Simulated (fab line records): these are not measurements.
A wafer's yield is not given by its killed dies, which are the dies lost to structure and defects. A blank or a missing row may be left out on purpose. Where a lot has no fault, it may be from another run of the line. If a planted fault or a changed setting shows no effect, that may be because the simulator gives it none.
Struck lot and sound lot, side by side -- flow nandHarc -- 13 out of 1159 route steps
Sound: the wafers L394.3, L394.4, L394.6. Struck: wafers L403.3, L403.5, L403.6. At the end, the cause is stated.
For every step that has rows: the tool of each side, followed by ch and its chambers, followed by its first start. Under that, the readings that differ: sound wafers -- struck wafers -- difference of the means -- sigmas: that difference in standard deviations of wafers without a fault.
alike: words and numbers the same on both sides, and readings whose means are apart by under 2 such deviations; not compared: readings that were withheld, readings missing a value for some wafer, numbers with overlapping values and no deviation given by the record, and bounds like >300 which may hide the same value.
Wherever a step has rows on one side only, a row that says differs or no value, or a row with sigmas, the two part there. Non-overlapping numbers with no deviation appear without sigmas and do not part them. A reading missing from all wafers of one side parts the sides only when that side holds two or more wafers.

first, 3 steps without rows for these wafers: NHARC_A_STAIRCASE_STRIP_447 (strips in SPM, time 900 s); NHARC_A_STAIRCASE_PRECLEAN_448 (cleans in SC1); NHARC_A_STAIRCASE_SRD_449.
NHARC_A_STAIRCASE_CMP_450: polishes SiO2, target thk 200 nm.
  sound on cmp-02 ch 0,2, day 15 03:45; struck on cmp-03 ch 0,3, day 17 03:00
  alike: motorCurrentA, slurryFilterDpKPa
then, 3 steps without rows for these wafers: NHARC_A_STAIRCASE_CMP_152 (polishes); NHARC_A_STAIRCASE_SRD_154; NHARC_A_STAIRCASE_ETCH_403 (etches SiO2 in dHF, target depth 108.2 nm).
NHARC_A_STAIRCASE_ETCHBACK_422: etches the open film in CH3F/O2, target depth 40 nm, time 74.286 s.
  sound on rieDiel-13 ch 1,3, day 15 04:17; struck on rieDiel-11 ch 0,2,3, day 17 03:34
  alike: drypumpMotorCurrentA, oesProductAu, rfVppV, showerheadPlenumPTorr, throttleValvePct
  not compared: rfHoursCounterH
then, 1 step without rows for these wafers: NHARC_A_STAIRCASE_ETCH_423 (etches SiO2 in dHF, target depth 30 nm).
NHARC_A_STAIRCASE_ETCHBACK_157: etches the open film in CH3F/O2, target depth 90 nm, time 167.14 s.
  sound on rieDiel-13 ch 1,2, day 15 04:40; struck on rieDiel-13 ch 1,2, day 17 03:53
reading,sound,struck,difference,sigmas
oesProductAu (a.u.),1.01 1.01 1.02,0.91 0.92 0.95,-0.09,-2
  alike: drypumpMotorCurrentA, rfVppV, showerheadPlenumPTorr, throttleValvePct
  not compared: rfHoursCounterH
NHARC_A_STAIRCASE_STRIP_475: strips in O2, time 20 s.
  sound: rieDiel-13 ch 0,1,3; struck: rieDiel-13 ch 0,1,2
  alike: drypumpMotorCurrentA, oesProductAu, rfVppV, showerheadPlenumPTorr, throttleValvePct
  not compared: rfHoursCounterH
NHARC_A_STAIRCASE_DEP_471: deposits SiO2, target thk 100 nm.
  sound on pecvd-01 ch 0,1, day 15 05:10; struck on pecvd-01 ch 0,1,2, day 17 04:13
  no value came back on the struck wafers for any of 5 readings (chamberPressureTorr (Torr), flowSccm (sccm) and others); on the sound wafers chamberPressureTorr (Torr) reads 6.514 6.494 6.534
NHARC_A_STAIRCASE_CMP_472: polishes SiO2.
  sound on cmp-02 ch 1,2, day 15 05:23; struck on cmp-03 ch 0,1,3, day 17 04:32
  alike: motorCurrentA, slurryFilterDpKPa

## WHERE THEY PART
Earliest at NHARC_A_STAIRCASE_ETCHBACK_157; latest, in this record, at NHARC_A_STAIRCASE_DEP_471. Later steps at which nothing parts them and some readings are alike: NHARC_A_STAIRCASE_CMP_472.

WHY: the cause the simulator had injected
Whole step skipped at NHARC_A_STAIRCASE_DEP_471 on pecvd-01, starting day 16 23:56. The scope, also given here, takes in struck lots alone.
